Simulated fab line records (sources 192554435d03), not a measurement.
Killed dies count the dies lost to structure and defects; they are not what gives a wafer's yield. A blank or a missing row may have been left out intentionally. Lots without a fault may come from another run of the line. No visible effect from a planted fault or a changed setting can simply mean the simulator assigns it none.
The tool behind it: which one? -- flow n5_finfet -- 12 lots, 36 wafers sampled, at 1 step of a route of 1938

== WHAT THE GAUGES READ, wafer by wafer ==
N5_BEOL_M15_RS_MEAS_54: the measuring method here is four-point-probe.
lot,measured,on,M15_RS (ohm/sq)
L075,day 12 08:05,film_metro-01,0.0223 0.0219 0.0223
L077,day 12 16:17,film_metro-01,0.0224 0.0220 0.0223
L078,day 13 08:27,film_metro-02,0.0210 0.0229 0.0210
L081,day 13 18:08,film_metro-02,0.0219 0.0214 0.0216
L084,day 14 15:10,film_metro-02,0.0209 0.0215 0.0227
L085,day 14 20:42,film_metro-02,0.0211 0.0206 0.0208
L087,day 15 17:34,film_metro-02,0.0214 0.0217 0.0213
L088,day 16 09:00,film_metro-02,0.0227 0.0228 0.0218
L090,day 16 22:57,film_metro-02,0.0218 0.0218 0.0216
L092,day 17 01:19,film_metro-01,0.0213 0.0218 0.0218
L095,day 17 14:53,film_metro-02,0.0216 0.0225 0.0223
L096,day 18 17:02,film_metro-01,0.0226 0.0208 0.0226

== WHAT TOOL EACH LOT RAN ON (gives the tool, then ch and the chambers of the sampled wafers, and finally the start) ==
Before these readings, the record contains no process step.

== THE ANSWER, worked out from the rows above alone ==
Rule: the usual values come from the lots themselves. The widest of any qualifying gaps counts: lots, ordered by their means at a reading, are off when they make up no more than a third of the lots, leave a main group of 4 or more, and stand apart from it by 3 or more times the standard deviation of that group's means. A main group whose means are all the same, to the digits that the tables above print for the reading, isn't used. Also off: a lot with no number at a reading for which 4 or more lots have one. Where the step has rows for the other lots, those lots are counted as sound.
Across all readings shown, no lot is off: no conclusion can be drawn from this.

== WHAT HAD BEEN PUT IN BY THE SIMULATOR ==
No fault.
